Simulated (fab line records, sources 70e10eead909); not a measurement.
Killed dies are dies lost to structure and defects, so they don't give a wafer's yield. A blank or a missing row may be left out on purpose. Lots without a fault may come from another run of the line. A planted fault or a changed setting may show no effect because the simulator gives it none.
Chamber matching | flow nand_harc | NHARC_A_BLC_ETCH_16 on rie_diel-01: 4 sister chambers
The step etches the open film in CF4, target depth 39 nm, time 65 s. 4 wafers are shown with their chamber, then 7 later ones without.

WAFERS WITH THEIR CHAMBER
wafer  | chamber | showerhead_plenum_p_Torr (Torr)
L969.5 | 0       | 1.84
L969.6 | 1       | 1.87
L971.1 | 3       | 1.72
L971.2 | 2       | 1.66

WAFERS WITHOUT THEIR CHAMBER
wafer  | showerhead_plenum_p_Torr (Torr)
L971.6 | 1.84
L974.1 | 1.87
L974.2 | 1.66
L974.5 | 1.72
L983.1 | 1.71
L983.3 | 1.84
L983.4 | 1.83

WHICH CHAMBER EACH WENT THROUGH
wafer  | from the rows above | in truth
L971.6 | 0                   | 0
L974.1 | 1                   | 1
L974.2 | 2                   | 2
L974.5 | 3                   | 3
L983.1 | 3                   | 3
L983.3 | 0                   | 0
L983.4 | 0                   | 0
Placed correctly: 7 of 7. Can't be placed from these rows: 0. Placed wrongly: 0.
How it was worked out, from the rows above alone: a wafer's distance from a chamber is the root of the sum, over the readings, of the square of ((its reading less the chamber's mean) divided by the reading's scatter). The wafer belongs to the nearest chamber; if the next one is less than 2 further off, it can't be placed. A chamber's mean is the mean of its shown wafers. The scatter: with one shown wafer a chamber, the root of the mean of the squares of how far each hidden wafer lies from its nearest shown one.
